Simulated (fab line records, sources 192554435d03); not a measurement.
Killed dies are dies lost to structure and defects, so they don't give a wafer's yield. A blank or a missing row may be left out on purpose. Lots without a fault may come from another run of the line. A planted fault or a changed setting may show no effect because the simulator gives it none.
Chamber matching | flow n5_finfet | N5_BEOL_M1_PRE_CLEAN_60 on cvd_co-02: 3 sister chambers
The step time 15 s. 3 wafers are shown with their chamber, then 6 later ones without.

WAFERS WITH THEIR CHAMBER
wafer  | chamber | heater_power_w (W)
L878.1 | 2       | 119
L881.1 | 0       | 103
L881.3 | 1       | 90

WAFERS WITHOUT THEIR CHAMBER
wafer  | heater_power_w (W)
L881.6 | 89
L891.1 | 105
L891.2 | 119
L891.6 | 119
L892.1 | 87
L892.3 | 120

WHICH CHAMBER EACH WENT THROUGH
wafer  | from the rows above | in truth
L881.6 | 1                   | 1
L891.1 | 0                   | 0
L891.2 | 2                   | 2
L891.6 | 2                   | 2
L892.1 | 1                   | 1
L892.3 | 2                   | 2
Placed correctly: 6 of 6. Can't be placed from these rows: 0. Placed wrongly: 0.
How it was worked out, from the rows above alone: a wafer's distance from a chamber is the root of the sum, over the readings, of the square of ((its reading less the chamber's mean) divided by the reading's scatter). The wafer belongs to the nearest chamber; if the next one is less than 2 further off, it can't be placed. A chamber's mean is the mean of its shown wafers. The scatter: with one shown wafer a chamber, the root of the mean of the squares of how far each hidden wafer lies from its nearest shown one.
